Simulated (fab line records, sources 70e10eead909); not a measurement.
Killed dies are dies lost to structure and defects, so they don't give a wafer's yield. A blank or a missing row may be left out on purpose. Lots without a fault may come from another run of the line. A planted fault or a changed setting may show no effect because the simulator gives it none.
A struck lot beside a sound one | flow nand_harc | 24 steps out of a route of 1302
Sound: wafers L983.1, L983.3, L983.6. Struck: wafers L995.2, L995.3, L995.6. The cause comes at the end.
At each step with rows: each side's tool, then ch and its chambers, then its first start. Under that, the readings that differ: sound wafers | struck wafers | difference of the means | sigmas: that difference in standard deviations of wafers without a fault.
alike: readings whose means differ by less than 2 such deviations, and words and numbers that are the same on both sides. not compared: withheld readings, readings that some wafer has no value for, bounds like >300 that may hide the same value, and numbers for which the record gives no deviation and whose values overlap.
The two part at a step that has a row with sigmas, a row that says differs or no value, or rows on one side only. Numbers that don't overlap but have no deviation are shown without sigmas and don't part them. A reading that every wafer of one side lacks parts them only if that side has two wafers or more.

NHARC_P_M1_INSPECT_27:
  sound on defect_inspect-02, day 9 02:58; struck on defect_inspect-01, day 14 06:34
  alike: raw_defect_count
NHARC_P_M1_PRE_CLEAN_32: time 12 s.
  sound on pecvd-03 ch 2, day 9 03:02; struck on pecvd-02 ch 1,2, day 14 06:38
  alike: heater_power_w
  not compared: since_wet_clean_h
NHARC_P_M1_DEP_33: deposits SiCN, target thk 30 nm.
  sound on pecvd-03 ch 2, day 9 03:09; struck on pecvd-02 ch 1,2, day 14 06:42
  alike: heater_power_w, showerhead_vpp_V
  not compared: since_wet_clean_h
then, 8 steps without rows for these wafers: NHARC_P_M2_DEP_00 (deposits SiOC, target thk 182.5 nm); NHARC_P_M2_DEHYDRATE_01 (time 120 s); NHARC_P_M2_HMDS_02 (time 30 s); NHARC_P_M2_COAT_34 (time 65 s); NHARC_P_M2_COAT_03 (resist thk 90 nm); NHARC_P_M2_SOFTBAKE_04 (time 55 s); NHARC_P_M2_EBR_05; NHARC_P_M2_EXPOSE_06 (exposes mask P M2, target cd 170 nm).
NHARC_P_M2_PEB_07: peb time 65 s.
  sound on litho_track-06 ch 0, day 9 04:32; struck on litho_track-06 ch 0, day 14 07:45
  reading                  | sound              | struck               | difference | sigmas
  heater_power_total_W (W) | 156.8 156.0 155.9  | 160.7 161.3 161.7    | +5.0       | +11
  plate_temp_C (C)         | 99.89 99.83 100.02 | 102.02 102.02 101.82 | +2.04      | +16
then, 1 step without rows for these wafers: NHARC_P_M2_DEVELOP_08 (develop time 35 s).
NHARC_P_M2_CD_MEAS_09: target cd 170 nm.
  sound on cd_sem-01 ch 0, day 9 04:37; struck on cd_sem-03 ch 0, day 14 07:50
  reading    | sound             | struck            | difference | sigmas
  cd_nm (nm) | 169.9 170.2 170.7 | 177.9 177.2 177.0 | +7.1       | +16
NHARC_P_M2_OVL_MEAS_10: pitch 340 nm.
  sound on overlay-02, day 9 04:43; struck on overlay-02, day 14 07:55
  alike: overlay_x_nm, overlay_y_nm
NHARC_P_M2_INSPECT_11:
  sound on defect_inspect-02, day 9 04:44; struck on defect_inspect-01, day 14 07:57
  alike: raw_defect_count
NHARC_P_M2_DESCUM_14: chemistry O2, time 3 s.
  sound on rie_diel-03 ch 0,1,2, day 9 04:49; struck on rie_diel-06 ch 0,1,3, day 14 08:02
  reading               | sound             | struck          | difference | sigmas
  model.P_M2.cd_nm (nm) | 169.8 169.8 170.2 | 177.7 176.9 177 | +7.3       |
  alike: drypump_motor_current_A, oes_product_au, rf_vpp_V, showerhead_plenum_p_Torr, throttle_valve_pct
  not compared: rf_hours_counter_h
NHARC_P_M2_ETCH_35: etches the open film in N2/H2, target depth 40 nm, overetch 12 nm, time 43.94 s.
  sound on rie_diel-03 ch 1,3, day 9 04:53; struck on rie_diel-06 ch 0,2,3, day 14 08:06
  reading                     | sound       | struck      | difference | sigmas
  drypump_motor_current_A (A) | 6.0 6.7 6.7 | 5.7 5.5 5.9 | -0.8       | -2
  alike: h2_flow_sccm, oes_product_au, rf_vpp_V, showerhead_plenum_p_Torr, throttle_valve_pct
  not compared: rf_hours_counter_h
NHARC_P_M2_ETCH_15: etches the open film in C4F8/Ar, target depth 182.5 nm, time 91.2 s.
  sound on rie_diel-03 ch 0,2,3; struck on rie_diel-06 ch 0,3
  alike: oes_product_au, rf_vpp_V
  not compared: rf_hours_counter_h
NHARC_P_M2_CD_MEAS_16:
  sound on cd_sem-01, day 9 05:07; struck on cd_sem-01, day 14 08:19
  reading    | sound             | struck            | difference | sigmas
  cd_nm (nm) | 169.6 169.7 170.2 | 177.5 176.4 176.9 | +7.1       | +14
NHARC_P_M2_STRIP_18: strips in N2/H2.
  sound on rie_diel-03 ch 0,1,3, day 9 05:13; struck on rie_diel-07 ch 0,2,3, day 14 08:27
  reading               | sound             | struck            | difference | sigmas
  oes_product_au (a.u.) | 1.000 1.013 1.009 | 0.983 0.993 0.992 | -0.018     | -3
  alike: drypump_motor_current_A, h2_flow_sccm, rf_vpp_V, showerhead_plenum_p_Torr, throttle_valve_pct
  not compared: rf_hours_counter_h
NHARC_P_M2_ETCH_28: etches the open film in CF4/N2, target depth 30 nm, time 72.99 s.
  sound on rie_diel-03 ch 0,1,3; struck on rie_diel-07 ch 0,1,2
  reading               | sound             | struck            | difference | sigmas
  model.P_M2.cd_nm (nm) | 169.6 169.3 170.1 | 176.6 176.1 177.4 | +7.0       |
  alike: drypump_motor_current_A, oes_product_au, rf_vpp_V, showerhead_plenum_p_Torr, throttle_valve_pct
  not compared: rf_hours_counter_h
then, 1 step without rows for these wafers: NHARC_P_M2_STRIP_19 (strips in post etch residue remover, time 600 s).
-- the record jumps here: 19 days lie between the struck wafers' starts before and after (it left off in module P_M2 and takes up again in module END, whose first step shown is number 1302 of the route) --
NHARC_END_SORT_01:
  sound on prober-01 ch 0, day 27 08:43; struck on prober-02 ch 0, day 32 21:49
  alike: defect_limited_yield, killed_at_array, killed_at_other, killed_at_periphery, killed_dies, killed_open, killed_short, sort_bin_2_pct, sort_bin_3_pct, sort_bin_4_pct, sort_n_pass, sort_rim_yield_pct, sort_yield_pct

WHERE THEY PART
First at NHARC_P_M2_PEB_07; last, within this record, at NHARC_P_M2_STRIP_18. Later steps at which nothing parts them and some readings are alike: NHARC_P_M2_ETCH_28, NHARC_END_SORT_01.

WHY: what the simulator had put in
Process parameter drift: litho_track-06, from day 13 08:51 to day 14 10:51, at NHARC_P_M2_PEB_07. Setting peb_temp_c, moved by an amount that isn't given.
